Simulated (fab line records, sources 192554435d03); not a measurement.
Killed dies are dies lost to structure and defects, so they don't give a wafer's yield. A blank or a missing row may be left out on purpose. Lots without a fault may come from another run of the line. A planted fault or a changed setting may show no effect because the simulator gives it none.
Which tool did it? | flow n5_finfet | 24 lots, 72 wafers sampled, at 6 steps of a route of 1938

WHAT THE GAUGES READ, wafer by wafer
N5_MOL_CONTACT_COAG_CD_MEAS_08: target cd 28 nm.
lot  | measured     | on        | cd_nm (nm)
L074 | day 4 15:35  | cd_sem-03 | 28.03 28.53 28.01
L075 | day 5 01:29  | cd_sem-03 | 27.84 28.13 27.71
L076 | day 5 03:27  | cd_sem-02 | 27.30 27.90 27.75
L077 | day 5 10:46  | cd_sem-01 | 28.12 27.72 27.80
L078 | day 5 21:03  | cd_sem-02 | 27.98 27.89 27.59
L079 | day 5 23:23  | cd_sem-01 | 28.10 28.47 27.86
L080 | day 6 02:34  | cd_sem-01 | 28.03 28.21 28.14
L081 | day 6 08:33  | cd_sem-02 | 28.38 28.33 27.83
L082 | day 6 15:35  | cd_sem-02 | 27.86 28.11 28.03
L083 | day 6 19:08  | cd_sem-01 | 28.09 28.03 28.09
L084 | day 7 03:11  | cd_sem-03 | 27.62 28.29 28.08
L085 | day 7 13:41  | cd_sem-03 | 27.96 27.98 27.81
L086 | day 7 15:52  | cd_sem-03 | 28.03 27.95 27.63
L087 | day 7 20:38  | cd_sem-01 | 27.68 28.16 28.21
L088 | day 8 06:47  | cd_sem-01 | 27.80 27.63 28.06
L089 | day 8 07:49  | cd_sem-01 | 27.90 28.02 27.98
L090 | day 8 14:16  | cd_sem-03 | 27.78 28.04 27.95
L091 | day 8 21:53  | cd_sem-02 | 28.06 27.88 28.33
L092 | day 9 04:20  | cd_sem-02 | 28.23 28.08 28.18
L093 | day 9 08:53  | cd_sem-01 | 28.25 28.24 27.81
L094 | day 9 21:32  | cd_sem-03 | 27.90 28.03 27.96
L095 | day 10 02:48 | cd_sem-03 | 28.11 28.09 27.95
L096 | day 10 08:24 | cd_sem-03 | 28.11 28.56 28.33
L097 | day 10 10:29 | cd_sem-01 | 27.55 28.02 27.91

WHICH TOOL RAN EACH LOT (tool, then ch and the chambers of the sampled wafers, then the start)
lot  | N5_HKMG_FIN_ALD_21                  | N5_GATE_CUT_ETCH_56               | N5_GATE_CUT_VAPOR_ETCH_60         | N5_GATE_CUT_STRIP_59               | N5_GATE_CUT_VAPOR_ETCH_51
L074 | ald_metal-03 ch 0,1, day 4 06:33    | rie_metal-02 ch 0,1, day 4 07:57  | rie_metal-02 ch 0,1, day 4 08:04  | rie_diel-03 ch 0,3, day 4 08:18    | rie_metal-01 ch 0,1, day 4 12:26
L075 | ald_metal-04 ch 0,2,3, day 4 15:07  | rie_metal-02 ch 0,1, day 4 16:32  | rie_metal-02 ch 0,1, day 4 16:38  | rie_diel-03 ch 0,2, day 4 16:47    | rie_metal-02 ch 0, day 4 21:12
L076 | ald_metal-04 ch 1,2,3, day 4 17:28  | rie_metal-03 ch 1, day 4 19:06    | rie_metal-03 ch 1, day 4 19:23    | rie_diel-03 ch 0,1, day 4 19:35    | rie_metal-01 ch 0,1, day 5 00:14
L077 | ald_metal-03 ch 0,2,3, day 5 01:38  | rie_metal-01 ch 1, day 5 03:02    | rie_metal-01 ch 1, day 5 03:10    | rie_diel-03 ch 0,2, day 5 03:19    | rie_metal-02 ch 0,1, day 5 07:36
L078 | ald_metal-04 ch 0,1,3, day 5 11:40  | rie_metal-03 ch 0,1, day 5 13:04  | rie_metal-03 ch 0,1, day 5 13:11  | rie_diel-03 ch 0,2,3, day 5 13:22  | rie_metal-02 ch 1, day 5 17:54
L079 | ald_metal-03 ch 0,2,3, day 5 14:27  | rie_metal-02 ch 0, day 5 15:51    | rie_metal-02 ch 0, day 5 15:58    | rie_diel-05 ch 0,3, day 5 16:08    | rie_metal-01 ch 0,1, day 5 20:14
L080 | ald_metal-03 ch 0,1, day 5 17:49    | rie_metal-02 ch 0,1, day 5 19:13  | rie_metal-02 ch 0,1, day 5 19:20  | rie_diel-05 ch 0,1, day 5 19:29    | rie_metal-01 ch 0,1, day 5 23:25
L081 | ald_metal-03 ch 1,2,3, day 5 23:22  | rie_metal-03 ch 1, day 6 00:55    | rie_metal-03 ch 1, day 6 01:09    | rie_diel-03 ch 0,2, day 6 01:20    | rie_metal-02 ch 0,1, day 6 05:23
L082 | ald_metal-03 ch 0,1,3, day 6 06:55  | rie_metal-02 ch 0,1, day 6 08:20  | rie_metal-02 ch 0,1, day 6 08:27  | rie_diel-01 ch 2,3, day 6 08:36    | rie_metal-01 ch 0,1, day 6 12:31
L083 | ald_metal-03 ch 0,2,3, day 6 10:08  | rie_metal-02 ch 0,1, day 6 11:32  | rie_metal-02 ch 0,1, day 6 11:39  | rie_diel-03 ch 1,2,3, day 6 11:48  | rie_metal-01 ch 0,1, day 6 16:01
L084 | ald_metal-02 ch 0,3, day 6 18:12    | rie_metal-03 ch 0,1, day 6 19:38  | rie_metal-03 ch 0,1, day 6 19:44  | rie_diel-05 ch 2,3, day 6 20:05    | rie_metal-01 ch 0,1, day 7 00:09
L085 | ald_metal-04 ch 0,1, day 7 04:54    | rie_metal-02 ch 0,1, day 7 06:17  | rie_metal-02 ch 0,1, day 7 06:25  | rie_diel-01 ch 0,1,2, day 7 06:34  | rie_metal-02 ch 1, day 7 10:29
L086 | ald_metal-02 ch 1,2,3, day 7 07:15  | rie_metal-03 ch 0,1, day 7 08:39  | rie_metal-03 ch 0,1, day 7 08:46  | rie_diel-01 ch 0,2,3, day 7 08:55  | rie_metal-03 ch 0,1, day 7 12:50
L087 | ald_metal-04 ch 0,1, day 7 11:55    | rie_metal-01 ch 0,1, day 7 13:19  | rie_metal-01 ch 0,1, day 7 13:26  | rie_diel-03 ch 0,3, day 7 13:38    | rie_metal-03 ch 0,1, day 7 17:34
L088 | ald_metal-04 ch 0,1, day 7 21:56    | rie_metal-02 ch 0, day 7 23:20    | rie_metal-02 ch 0, day 7 23:28    | rie_diel-01 ch 0,1, day 7 23:44    | rie_metal-02 ch 0,1, day 8 03:38
L089 | ald_metal-02 ch 1,2,3, day 7 22:49  | rie_metal-01 ch 0, day 8 00:13    | rie_metal-01 ch 0, day 8 00:20    | rie_diel-01 ch 1,2,3, day 8 00:29  | rie_metal-01 ch 1, day 8 04:25
L090 | ald_metal-03 ch 0,1,3, day 8 05:20  | rie_metal-01 ch 0, day 8 06:44    | rie_metal-01 ch 0, day 8 06:52    | rie_diel-03 ch 0,3, day 8 07:05    | rie_metal-03 ch 0,1, day 8 11:07
L091 | ald_metal-04 ch 1,2,3, day 8 10:37  | rie_metal-02 ch 0,1, day 8 12:03  | rie_metal-02 ch 0,1, day 8 12:09  | rie_diel-01 ch 0,1,2, day 8 12:28  | rie_metal-02 ch 0,1, day 8 17:28
L092 | ald_metal-02 ch 0,1,2, day 8 19:08  | rie_metal-02 ch 1, day 8 20:32    | rie_metal-02 ch 1, day 8 20:39    | rie_diel-03 ch 0,2,3, day 8 20:55  | rie_metal-01 ch 0, day 9 01:16
L093 | ald_metal-04 ch 1,2,3, day 8 23:16  | rie_metal-02 ch 0, day 9 00:40    | rie_metal-02 ch 0, day 9 00:47    | rie_diel-05 ch 2,3, day 9 01:00    | rie_metal-03 ch 0, day 9 05:07
L094 | ald_metal-04 ch 0,1,2, day 9 12:22  | rie_metal-03 ch 0,1, day 9 13:49  | rie_metal-03 ch 0,1, day 9 13:56  | rie_diel-05 ch 0,1,2, day 9 14:11  | rie_metal-01 ch 0,1, day 9 18:23
L095 | ald_metal-04 ch 0,2,3, day 9 17:34  | rie_metal-02 ch 0,1, day 9 18:58  | rie_metal-02 ch 0,1, day 9 19:05  | rie_diel-03 ch 0,1,2, day 9 19:15  | rie_metal-03 ch 0,1, day 9 23:44
L096 | ald_metal-02 ch 1,2, day 9 23:23    | rie_metal-01 ch 0,1, day 10 00:49 | rie_metal-01 ch 0,1, day 10 00:56 | rie_diel-01 ch 1,2,3, day 10 01:05 | rie_metal-02 ch 0, day 10 05:22
L097 | ald_metal-04 ch 0,2,3, day 10 00:26 | rie_metal-02 ch 0,1, day 10 01:50 | rie_metal-02 ch 0,1, day 10 01:58 | rie_diel-01 ch 1,2, day 10 02:14   | rie_metal-01 ch 0,1, day 10 07:20
- N5_HKMG_FIN_ALD_21: deposits TiN, target thk 1.5 nm, pulse time 1 s, purge time 3 s.
- N5_GATE_CUT_ETCH_56: etches TiN in Cl2/Ar, target depth 21.6 nm.
- N5_GATE_CUT_VAPOR_ETCH_60: etches HfO2 in BCl3/Cl2.
- N5_GATE_CUT_STRIP_59: strips in N2/H2, time 20 s.
- N5_GATE_CUT_VAPOR_ETCH_51: etches HfO2 in BCl3/Cl2.

WHAT THE TOOLS THEMSELVES READ (means of the sampled wafers that have a number; where no wafer has one, the mark that the record gives instead)
N5_HKMG_FIN_ALD_21.
lot  | tool         | heater_power_w (W) | precursor_pulse_height_rel
L074 | ald_metal-03 | 882                | 1.004
L075 | ald_metal-04 | 972                | 0.993
L076 | ald_metal-04 | 1041               | 0.986
L077 | ald_metal-03 | 782                | 1.017
L078 | ald_metal-04 | 962                | 0.986
L079 | ald_metal-03 | 781                | 0.998
L080 | ald_metal-03 | 871                | 0.995
L081 | ald_metal-03 | 815                | 0.995
L082 | ald_metal-03 | 796                | 0.987
L083 | ald_metal-03 | 772                | 0.997
L084 | ald_metal-02 | 866                | 1.000
L085 | ald_metal-04 | 901                | 0.995
L086 | ald_metal-02 | 904                | 0.981
L087 | ald_metal-04 | 973                | 0.995
L088 | ald_metal-04 | 978                | 0.982
L089 | ald_metal-02 | 907                | 1.003
L090 | ald_metal-03 | 788                | 0.998
L091 | ald_metal-04 | 1037               | 0.991
L092 | ald_metal-02 | 922                | 0.998
L093 | ald_metal-04 | 1050               | 0.995
L094 | ald_metal-04 | 966                | 1.001
L095 | ald_metal-04 | 957                | 1.002
L096 | ald_metal-02 | 951                | 1.021
L097 | ald_metal-04 | 946                | 1.001

N5_GATE_CUT_ETCH_56.
lot  | tool         | chamber_pressure_mTorr (mTorr) | drypump_motor_current_A (A) | oes_product_au (a.u.) | throttle_valve_pct (%)
L074 | rie_metal-02 | 9.991                          | 6.1                         | 0.87                  | 20.84
L075 | rie_metal-02 | 10.007                         | 6.1                         | 0.85                  | 20.76
L076 | rie_metal-03 | 9.993                          | 5.9                         | 0.74                  | 20.76
L077 | rie_metal-01 | 10.002                         | 5.3                         | 0.60                  | 20.98
L078 | rie_metal-03 | 10.009                         | 5.7                         | 0.80                  | 20.82
L079 | rie_metal-02 | 10.002                         | 6.2                         | 0.86                  | 20.95
L080 | rie_metal-02 | 10.004                         | 6.1                         | 0.86                  | 20.85
L081 | rie_metal-03 | 10.001                         | 6.0                         | 0.73                  | 20.77
L082 | rie_metal-02 | 9.997                          | 6.1                         | 0.85                  | 20.85
L083 | rie_metal-02 | 9.995                          | 6.1                         | 0.84                  | 20.76
L084 | rie_metal-03 | 10.004                         | 5.7                         | 0.80                  | 20.82
L085 | rie_metal-02 | 10.002                         | 6.1                         | 0.83                  | 20.76
L086 | rie_metal-03 | 10.006                         | 5.7                         | 0.79                  | 20.83
L087 | rie_metal-01 | 10.001                         | 5.9                         | 0.68                  | 20.80
L088 | rie_metal-02 | 9.983                          | 6.2                         | 0.84                  | 20.95
L089 | rie_metal-01 | 10.000                         | 6.2                         | 0.71                  | 20.71
L090 | rie_metal-01 | 10.005                         | 6.2                         | 0.72                  | 20.70
L091 | rie_metal-02 | 9.993                          | 6.1                         | 0.82                  | 20.77
L092 | rie_metal-02 | 9.998                          | 6.0                         | 0.81                  | 20.68
L093 | rie_metal-02 | 10.005                         | 6.2                         | 0.83                  | 20.97
L094 | rie_metal-03 | 10.000                         | 5.4                         | 0.83                  | 20.87
L095 | rie_metal-02 | 9.997                          | 6.1                         | 0.82                  | 20.87
L096 | rie_metal-01 | 9.996                          | 5.9                         | 0.80                  | 20.71
L097 | rie_metal-02 | 9.998                          | 6.1                         | 0.81                  | 20.78

N5_GATE_CUT_VAPOR_ETCH_60.
lot  | tool         | drypump_motor_current_A (A) | oes_product_au (a.u.)
L074 | rie_metal-02 | 6.1                         | 0.86
L075 | rie_metal-02 | 6.1                         | 0.84
L076 | rie_metal-03 | 6.0                         | 0.75
L077 | rie_metal-01 | 5.3                         | 0.59
L078 | rie_metal-03 | 5.7                         | 0.81
L079 | rie_metal-02 | 6.2                         | 0.85
L080 | rie_metal-02 | 6.1                         | 0.84
L081 | rie_metal-03 | 5.9                         | 0.73
L082 | rie_metal-02 | 6.1                         | 0.85
L083 | rie_metal-02 | 6.1                         | 0.84
L084 | rie_metal-03 | 5.7                         | 0.80
L085 | rie_metal-02 | 6.1                         | 0.83
L086 | rie_metal-03 | 5.6                         | 0.78
L087 | rie_metal-01 | 5.9                         | 0.68
L088 | rie_metal-02 | 6.1                         | 0.82
L089 | rie_metal-01 | 6.2                         | 0.73
L090 | rie_metal-01 | 6.3                         | 0.72
L091 | rie_metal-02 | 6.1                         | 0.81
L092 | rie_metal-02 | 6.0                         | 0.82
L093 | rie_metal-02 | 6.2                         | 0.82
L094 | rie_metal-03 | 5.4                         | 0.83
L095 | rie_metal-02 | 6.1                         | 0.81
L096 | rie_metal-01 | 5.9                         | 0.80
L097 | rie_metal-02 | 6.1                         | 0.81

N5_GATE_CUT_STRIP_59.
lot  | tool        | chamber_pressure_mTorr (mTorr) | drypump_motor_current_A (A) | n2_flow_sccm (sccm) | oes_product_au (a.u.) | rf_vpp_V (V) | showerhead_plenum_p_Torr (Torr) | throttle_valve_pct (%)
L074 | rie_diel-03 | 99.98                          | 5.3                         | 300.6               | 0.78                  | 45.0         | 3.26                            | 12.07
L075 | rie_diel-03 | 99.96                          | 5.3                         | 299.9               | 0.74                  | 45.8         | 3.49                            | 12.21
L076 | rie_diel-03 | 100.00                         | 5.4                         | 300.1               | 0.75                  | 45.3         | 3.48                            | 12.22
L077 | rie_diel-03 | 99.97                          | 5.3                         | 300.3               | 0.75                  | 45.3         | 3.50                            | 12.13
L078 | rie_diel-03 | 100.09                         | 5.3                         | 300.2               | 0.76                  | 46.3         | 3.38                            | 12.12
L079 | rie_diel-05 | 100.13                         | 5.4                         | 300.9               | 0.88                  | 45.8         | 3.30                            | 11.95
L080 | rie_diel-05 | 99.97                          | 5.6                         | 300.6               | 0.77                  | 45.0         | 3.34                            | 12.42
L081 | rie_diel-03 | 99.97                          | 5.3                         | 300.1               | 0.73                  | 46.2         | 3.49                            | 12.24
L082 | rie_diel-01 | 99.96                          | 5.4                         | 300.7               | 0.70                  | 45.9         | 3.48                            | 12.42
L083 | rie_diel-03 | 100.07                         | 5.3                         | 300.2               | 0.77                  | 45.0         | 3.39                            | 12.07
L084 | rie_diel-05 | 99.99                          | 6.4                         | 299.8               | 0.75                  | 44.3         | 3.25                            | 12.25
L085 | rie_diel-01 | 100.01                         | 6.1                         | 300.7               | 0.79                  | 45.4         | 3.52                            | 12.31
L086 | rie_diel-01 | 100.02                         | 5.7                         | 299.8               | 0.70                  | 46.1         | 3.48                            | 12.48
L087 | rie_diel-03 | 100.02                         | 5.3                         | 298.6               | 0.75                  | 45.1         | 3.25                            | 12.15
L088 | rie_diel-01 | 100.07                         | 5.9                         | 301.0               | 0.84                  | 45.4         | 3.54                            | 12.07
L089 | rie_diel-01 | 99.97                          | 5.7                         | 299.9               | 0.78                  | 46.2         | 3.51                            | 12.27
L090 | rie_diel-03 | 99.96                          | 5.3                         | 300.5               | 0.73                  | 44.6         | 3.35                            | 12.26
L091 | rie_diel-01 | 100.03                         | 6.1                         | 299.6               | 0.78                  | 45.6         | 3.52                            | 12.34
L092 | rie_diel-03 | 99.96                          | 5.3                         | 299.3               | 0.73                  | 44.7         | 3.37                            | 12.18
L093 | rie_diel-05 | 100.00                         | 6.6                         | 301.6               | 0.75                  | 44.3         | 3.24                            | 12.28
L094 | rie_diel-05 | 100.03                         | 5.6                         | 299.2               | 0.85                  | 44.6         | 3.29                            | 12.13
L095 | rie_diel-03 | 100.06                         | 5.4                         | 299.6               | 0.73                  | 45.4         | 3.48                            | 12.23
L096 | rie_diel-01 | 100.04                         | 5.7                         | 300.0               | 0.86                  | 45.9         | 3.51                            | 12.09
L097 | rie_diel-01 | 99.99                          | 6.2                         | 300.1               | 0.79                  | 45.4         | 3.52                            | 12.40

N5_GATE_CUT_VAPOR_ETCH_51.
lot  | tool         | drypump_motor_current_A (A) | oes_product_au (a.u.)
L074 | rie_metal-01 | 5.6                         | 0.64
L075 | rie_metal-02 | 6.2                         | 0.86
L076 | rie_metal-01 | 5.9                         | 0.69
L077 | rie_metal-02 | 6.1                         | 0.85
L078 | rie_metal-02 | 6.0                         | 0.84
L079 | rie_metal-01 | 5.7                         | 0.64
L080 | rie_metal-01 | 5.9                         | 0.69
L081 | rie_metal-02 | 6.1                         | 0.83
L082 | rie_metal-01 | 5.6                         | 0.63
L083 | rie_metal-01 | 5.6                         | 0.64
L084 | rie_metal-01 | 5.6                         | 0.63
L085 | rie_metal-02 | 6.0                         | 0.82
L086 | rie_metal-03 | 5.4                         | 0.85
L087 | rie_metal-03 | 5.7                         | 0.79
L088 | rie_metal-02 | 6.1                         | 0.82
L089 | rie_metal-01 | 5.3                         | 0.58
L090 | rie_metal-03 | 5.7                         | 0.78
L091 | rie_metal-02 | 6.1                         | 0.82
L092 | rie_metal-01 | 6.2                         | 0.73
L093 | rie_metal-03 | 5.1                         | 0.89
L094 | rie_metal-01 | 5.6                         | 0.89
L095 | rie_metal-03 | 5.4                         | 0.83
L096 | rie_metal-02 | 6.2                         | 0.81
L097 | rie_metal-01 | 5.9                         | 0.80

THE ANSWER, worked out from the rows above alone
Rule: what is usual is taken from the lots themselves. Put in order of their means at a reading, lots are off if they are a third of the lots or fewer, leave a main group of 4 or more, and stand apart from it by a gap of 3 or more times the standard deviation of the main group's means; of several such gaps the widest counts. A main group whose means are all the same, to the digits that the tables above print for the reading, isn't used. A lot without any number at a reading at which 4 lots or more have one is off too. The other lots that the step has rows for count as sound. The gauges are gone through in route order, then the tools' own readings, and for those a lot's mean is taken as printed above. The first step at which some lot is off is used, and at that step the reading that is off furthest; a lot without a number counts as furthest.
No lot is off at any reading shown: from this, nothing can be told.

WHAT THE SIMULATOR HAD PUT IN
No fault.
